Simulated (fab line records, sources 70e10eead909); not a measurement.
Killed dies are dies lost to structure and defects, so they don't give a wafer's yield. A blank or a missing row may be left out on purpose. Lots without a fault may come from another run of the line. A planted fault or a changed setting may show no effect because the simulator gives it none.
Chamber matching | flow nand_harc | NHARC_A_CONTACT_ALD_18 on ald_metal-02: 4 sister chambers
The step deposits TiN, target thk 3 nm, pulse time 1 s, ald cycles 150. 4 wafers are shown with their chamber, then 8 later ones without.

WAFERS WITH THEIR CHAMBER
wafer  | chamber | heater_power_w (W)
L091.1 | 3       | 1064
L091.2 | 1       | 1110
L091.4 | 0       | 906
L090.3 | 2       | 1158

WAFERS WITHOUT THEIR CHAMBER
wafer  | heater_power_w (W)
L090.5 | 1115
L090.6 | 1144
L092.1 | 909
L092.2 | 1129
L092.3 | 1164
L097.3 | 898
L097.4 | 934
L097.5 | 1075

WHICH CHAMBER EACH WENT THROUGH
wafer  | from the rows above     | in truth
L090.5 | 1                       | 1
L090.6 | can't be placed: 2 or 1 | 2
L092.1 | 0                       | 0
L092.2 | can't be placed: 1 or 2 | 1
L092.3 | 2                       | 2
L097.3 | 0                       | 0
L097.4 | 0                       | 0
L097.5 | can't be placed: 3 or 1 | 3
Placed correctly: 5 of 8. Can't be placed from these rows: 3 (the true chamber is among the candidates in 3). Placed wrongly: 0.
How it was worked out, from the rows above alone: a wafer's distance from a chamber is the root of the sum, over the readings, of the square of ((its reading less the chamber's mean) divided by the reading's scatter). The wafer belongs to the nearest chamber; if the next one is less than 2 further off, it can't be placed. A chamber's mean is the mean of its shown wafers. The scatter: with one shown wafer a chamber, the root of the mean of the squares of how far each hidden wafer lies from its nearest shown one.
